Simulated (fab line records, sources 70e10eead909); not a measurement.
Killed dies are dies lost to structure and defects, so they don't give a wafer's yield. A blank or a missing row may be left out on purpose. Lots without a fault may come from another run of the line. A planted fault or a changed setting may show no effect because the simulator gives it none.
Chamber matching | flow nand_harc | NHARC_A_CONTACT_DEP_85 on pecvd-04: 3 sister chambers
The step deposits SiON, target thk 60 nm. 3 wafers are shown with their chamber, then 8 later ones without.

WAFERS WITH THEIR CHAMBER
wafer  | chamber | heater_power_w (W)
L620.1 | 2       | 784
L626.2 | 0       | 592
L627.2 | 1       | 611

WAFERS WITHOUT THEIR CHAMBER
wafer  | heater_power_w (W)
L627.3 | 664
L627.4 | 669
L639.1 | 660
L639.2 | 635
L639.5 | 731
L636.1 | 643
L636.2 | 727
L636.4 | 728

WHICH CHAMBER EACH WENT THROUGH
wafer  | from the rows above          | in truth
L627.3 | can't be placed: 1 or 0 or 2 | 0
L627.4 | can't be placed: 1 or 0 or 2 | 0
L639.1 | can't be placed: 1 or 0 or 2 | 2
L639.2 | can't be placed: 1 or 0      | 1
L639.5 | can't be placed: 2 or 1 or 0 | 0
L636.1 | can't be placed: 1 or 0      | 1
L636.2 | can't be placed: 2 or 1 or 0 | 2
L636.4 | can't be placed: 2 or 1 or 0 | 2
Placed correctly: 0 of 8. Can't be placed from these rows: 8 (the true chamber is among the candidates in 8). Placed wrongly: 0.
How it was worked out, from the rows above alone: a wafer's distance from a chamber is the root of the sum, over the readings, of the square of ((its reading less the chamber's mean) divided by the reading's scatter). The wafer belongs to the nearest chamber; if the next one is less than 2 further off, it can't be placed. A chamber's mean is the mean of its shown wafers. The scatter: with one shown wafer a chamber, the root of the mean of the squares of how far each hidden wafer lies from its nearest shown one.
